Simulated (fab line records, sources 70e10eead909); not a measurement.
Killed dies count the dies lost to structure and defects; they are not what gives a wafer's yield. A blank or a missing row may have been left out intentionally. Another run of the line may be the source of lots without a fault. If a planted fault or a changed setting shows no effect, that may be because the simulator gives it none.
The tool behind it: which one? | flow nand harc | 11 lots, 33 wafers sampled, at 5 steps of a route of 1302

## WHAT THE GAUGES SHOWED, per wafer
NHARC_END_SORT_01.
lot  | measured     | on        | defect limited yield (%)
L278 | day 27 13:31 | prober-02 | 88 89 88
L280 | day 28 06:17 | prober-01 | 94 93 94
L279 | day 28 15:27 | prober-02 | 87 87 89
L284 | day 30 06:14 | prober-01 | 89 88 89
L285 | day 30 14:04 | prober-01 | 96 97 96
L286 | day 30 22:38 | prober-01 | 86 87 89
L287 | day 31 09:19 | prober-01 | 91 91 90
L288 | day 32 00:10 | prober-01 | 86 87 88
L289 | day 32 17:53 | prober-01 | 90 90 91
L291 | day 33 21:05 | prober-01 | 93 92 92
L292 | day 33 11:40 | prober-01 | 89 91 91

## TOOL THAT RAN EACH LOT (tool first, then ch and the chambers of the sampled wafers, then the start)
lot  | NHARC_P_M2_DEP_33               | NHARC_P_BONDPAD_CMP_32        | NHARC_P_BONDPAD_ETCH_37            | NHARC_P_BONDPAD_ETCH_12
L278 | pecvd-02 ch 0,2, day 9 20:06    | cmp-02 ch 0,2,3, day 9 20:52  | rie diel-12 ch 0,2,3, day 9 22:00  | rie diel-12 ch 0,1,2, day 9 22:05
L280 | pecvd-04 ch 0,1, day 10 11:53   | cmp-01 ch 0,1,3, day 10 12:43 | rie diel-12 ch 0,1,2, day 10 13:40 | rie diel-12 ch 0,2,3, day 10 13:46
L279 | pecvd-02 ch 0,1,2, day 10 12:55 | cmp-02 ch 0,2, day 10 13:43   | rie diel-12 ch 0,1,2, day 10 14:50 | rie diel-12 ch 1,2,3, day 10 14:56
L284 | pecvd-03 ch 0,2, day 12 12:00   | cmp-02 ch 0,1,2, day 12 12:47 | rie diel-01 ch 0,1,2, day 12 13:52 | rie diel-01 ch 0,3, day 12 13:58
L285 | pecvd-02 ch 0,2, day 12 12:58   | cmp-02 ch 0,1,3, day 12 13:56 | rie diel-01 ch 1,2,3, day 12 15:04 | rie diel-01 ch 1,2,3, day 12 15:09
L286 | pecvd-04 ch 0,1,2, day 13 07:28 | cmp-02 ch 0,3, day 13 08:21   | rie diel-06 ch 0,1,2, day 13 09:20 | rie diel-06 ch 0,1,3, day 13 09:26
L287 | pecvd-02 ch 0,1, day 13 19:19   | cmp-02 ch 0,1,2, day 13 20:22 | rie diel-12 ch 1,2, day 13 21:26   | rie diel-12 ch 1,2,3, day 13 21:33
L288 | pecvd-02 ch 0,1, day 13 23:37   | cmp-02 ch 0,2,3, day 14 00:35 | rie diel-12 ch 1,2, day 14 01:43   | rie diel-12 ch 0,2, day 14 01:49
L289 | pecvd-04 ch 1,2, day 14 20:31   | cmp-01 ch 0,3, day 14 21:22   | rie diel-12 ch 0,1, day 14 22:29   | rie diel-12 ch 0,3, day 14 22:35
L291 | pecvd-02 ch 0,1, day 15 03:45   | cmp-01 ch 1,2,3, day 15 04:35 | rie diel-01 ch 1,3, day 15 05:39   | rie diel-01 ch 0,1,3, day 15 05:45
L292 | pecvd-03 ch 0,1,2, day 15 17:14 | cmp-01 ch 0,2, day 15 18:02   | rie diel-12 ch 1,3, day 15 19:02   | rie diel-12 ch 0,1, day 15 19:10
- NHARC_P_M2_DEP_33: deposits SiCN, target thk 30 nm.
- NHARC_P_BONDPAD_CMP_32: polishes SiCN, target thk 200 nm.
- NHARC_P_BONDPAD_ETCH_37: etches the open film in N2/H2, target depth 60 nm, overetch 18 nm, time 65.91 s.
- NHARC_P_BONDPAD_ETCH_12: etches the open film in CHF3/O2, target depth 200 nm, time 100 s.

## THE ANSWER, worked out from the rows above alone
Rule: usual is defined by the lots themselves. Put in order of their means at a reading, lots are off if they are a third of the lots or fewer, leave a main group of 4 or more, and stand apart from it by a gap of 3 or more times the standard deviation of the main group's means; of several such gaps the widest counts. A main group whose means are all the same, to the digits that the tables above print for the reading, isn't used. A lot without any number at a reading at which 4 lots or more have one is off too. All remaining lots with rows at the step are treated as sound.
No lot is off on any of the readings shown, so nothing can be concluded from this.

## WHAT WAS PUT IN BY THE SIMULATOR
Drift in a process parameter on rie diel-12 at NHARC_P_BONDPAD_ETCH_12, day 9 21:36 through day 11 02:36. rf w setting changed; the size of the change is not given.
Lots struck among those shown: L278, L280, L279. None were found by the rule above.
